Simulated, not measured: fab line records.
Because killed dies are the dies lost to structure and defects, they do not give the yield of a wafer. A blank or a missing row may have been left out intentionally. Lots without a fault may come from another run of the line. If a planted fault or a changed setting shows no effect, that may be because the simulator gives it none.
Split-lot trial	flow n5-finfet	39 wafers read from 7 lots, route of 1938 steps

== ABOUT THE SPLIT ==
At N5_BEOL_M7_ILD_DEP_00 (deposits SiCOH lowk from DEMS/porogen, target thk 179.75 nm, time 33.4 s), the setting time-s was moved away from the recipe's 33.4 s on 15 of the 39 wafers read, by -36.1% to +39.0%. All remaining wafers had this setting at the recipe value.

== SPLIT TO READING: what lies between them in the file, 1 step ==
- N5_BEOL_M7_CURE_74: cures SiCOH lowk, time 240 s

== THE READING ==
Values of M7_ILD_THK in nm from N5_BEOL_M7_THK_MEAS_01. Typical for fault-free wafers on this fab line: 155.6 nm, with standard deviation 1.8 nm.

wafer	tool, chamber at the split	time-s as run, s	against the recipe	M7_ILD_THK, nm	against lot-mates on the recipe
L074.1	pecvd-01, 1	46.44	+39.0%	210.9	+55.7
L074.2	pecvd-01, 0	33.4	recipe	154.3	-
L074.3	pecvd-01, 2	33.4	recipe	154.4	-
L074.4	pecvd-01, 2	46.44	+39.0%	215.6	+60.4
L074.5	pecvd-01, 1	46.44	+39.0%	216.0	+60.8
L074.6	pecvd-01, 0	33.4	recipe	156.8	-
L078.1	pecvd-02, 0	33.4	recipe	155.4	-
L078.2	pecvd-02, 1	33.4	recipe	152.8	-
L078.3	pecvd-02, 2	21.35	-36.1%	99.6	-56.0
L078.4	pecvd-02, 0	21.35	-36.1%	102.4	-53.2
L078.5	pecvd-02, 2	33.4	recipe	158.5	-
L078.6	pecvd-02, 1	21.35	-36.1%	103.2	-52.4
L083.1	pecvd-01, 1,2	33.4	recipe	153.6	-
L083.2	pecvd-01, 1,2	33.4	recipe	153.6	-
L083.3	pecvd-01, 2	33.4	recipe	155.8	-
L083.4	pecvd-01, 1	33.4	recipe	156.9	-
L083.5	pecvd-01, 1	33.4	recipe	155.7	-
L083.6	pecvd-01, 2	33.4	recipe	155.2	-
L081.1	pecvd-03, 2	23.66	-29.2%	112.0	-45.4
L081.2	pecvd-03, 0	23.66	-29.2%	113.3	-44.1
L081.3	pecvd-03, 1	33.4	recipe	156.5	-
L081.4	pecvd-03, 2	33.4	recipe	158.1	-
L081.5	pecvd-03, 0	33.4	recipe	157.7	-
L081.6	pecvd-03, 1	23.66	-29.2%	112.2	-45.2
L084.1	pecvd-01, 1	33.4	recipe	153.3	-
L084.2	pecvd-01, 0	33.4	recipe	154.3	-
L084.3	pecvd-01, 2	45.55	+36.4%	209.2	+54.0
L084.4	pecvd-01, 0	45.55	+36.4%	213.3	+58.1
L084.5	pecvd-01, 1	45.55	+36.4%	212.3	+57.1
L084.6	pecvd-01, 2	33.4	recipe	158.0	-
L082.1	pecvd-03, 0	28.16	-15.7%	130.1	-25.7
L082.2	pecvd-03, 2	33.4	recipe	153.2	-
L082.3	pecvd-03, 1	28.16	-15.7%	131.3	-24.5
L082.4	pecvd-03, 1	33.4	recipe	156.8	-
L082.5	pecvd-03, 2	28.16	-15.7%	134.9	-20.9
L082.6	pecvd-03, 0	33.4	recipe	157.3	-
L095.1	pecvd-02, 0	33.4	recipe	153.7	-
L095.3	pecvd-02, 2	33.4	recipe	156.7	-
L095.5	pecvd-02, 2	33.4	recipe	155.6	-
The file does not say which wafer passed through which chamber wherever a row lists several chambers: such a row stands for several wafers.

THE FIT
A straight line over all 39 wafers: M7_ILD_THK changes by +1.5 nm for each +1% of time-s; r = +1.00; the points scatter about the line by 1.8 nm.
The same after taking each lot's own level away (the mean of its wafers on the recipe; 39 wafers): +1.52 nm for each +1%; r = +1.00; scatter 1.7 nm.
That fit puts the effect of the largest move of time-s on the reading at 59 nm.
Across the lots, their own levels run from 155.13 to 157.43 nm, a range of 1.3 times the standard deviation given above.
The two slopes are in agreement: the lot-to-lot level therefore moves the slope only a little.
Check: with one of the wafers moved furthest among these (+39.0%) left out of the fit, the line predicts +60 nm for it against its lot-mates. Against them it came out at +55.7 nm.

== ADDITIONAL SPLITS CARRIED BY THESE WAFERS ==
Before the reading, these wafers also passed through other splits. Each is held against what the fit with the lots' levels taken away leaves over:
other split on the same wafers	wafers away from the commonest value	r with M7_ILD_THK (lot level and that fit taken away)
N5_SD_EPI_P_ETCHBACK_46 target-depth-a	18	+0.10
N5_BEOL_M0_SAQP_DESCUM_45 time-s	9	-0.20

== THE WHOLE CHAIN: every reading that the file lists as answering this split, in the file's order ==
step	what it does	reading	change (the file's fit)	r (the file's)
N5_BEOL_M7_ILD_DEP_00	deposits SiCOH lowk from DEMS/porogen, target thk 179.75 nm, time 33.4 s	SiCOH_lowk_of_BEOL_M7_ILD_DEP_00.thk-nm (the simulator's own value, which no gauge read)	+1.74 nm for each +1% of the setting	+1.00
N5_BEOL_M7_CURE_74	cures SiCOH lowk, time 240 s	SiCOH_lowk_of_BEOL_M7_ILD_DEP_00.thk-nm (the simulator's own value, which no gauge read)	+1.52 nm for each +1% of the setting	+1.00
N5_BEOL_M7_THK_MEAS_01		M7_ILD_THK	+1.52 for each +1% of the setting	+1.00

== THE FILE'S OWN FIT ==
M7_ILD_THK changes by +1.52 nm for each +1% of time-s, r = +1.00.
